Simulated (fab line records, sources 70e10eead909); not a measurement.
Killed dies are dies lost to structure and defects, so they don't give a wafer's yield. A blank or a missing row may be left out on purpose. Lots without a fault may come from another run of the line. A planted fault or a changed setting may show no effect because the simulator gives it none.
Chamber matching | flow nand_harc | NHARC_A_M1_PRE_CLEAN_32 on pecvd-02: 3 sister chambers
The step time 12 s. 3 wafers are shown with their chamber, then 7 later ones without.

WAFERS WITH THEIR CHAMBER
wafer  | chamber | heater_power_w (W)
L639.2 | 0       | 726
L645.1 | 2       | 632
L645.3 | 1       | 595

WAFERS WITHOUT THEIR CHAMBER
wafer  | heater_power_w (W)
L645.4 | 737
L648.1 | 620
L648.2 | 707
L648.3 | 583
L649.1 | 577
L649.3 | 616
L649.4 | 719

WHICH CHAMBER EACH WENT THROUGH
wafer  | from the rows above     | in truth
L645.4 | 0                       | 0
L648.1 | can't be placed: 2 or 1 | 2
L648.2 | 0                       | 0
L648.3 | 1                       | 1
L649.1 | 1                       | 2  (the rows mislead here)
L649.3 | can't be placed: 2 or 1 | 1
L649.4 | 0                       | 0
Placed correctly: 4 of 7. Can't be placed from these rows: 2 (the true chamber is among the candidates in 2). Placed wrongly: 1.
How it was worked out, from the rows above alone: a wafer's distance from a chamber is the root of the sum, over the readings, of the square of ((its reading less the chamber's mean) divided by the reading's scatter). The wafer belongs to the nearest chamber; if the next one is less than 2 further off, it can't be placed. A chamber's mean is the mean of its shown wafers. The scatter: with one shown wafer a chamber, the root of the mean of the squares of how far each hidden wafer lies from its nearest shown one.
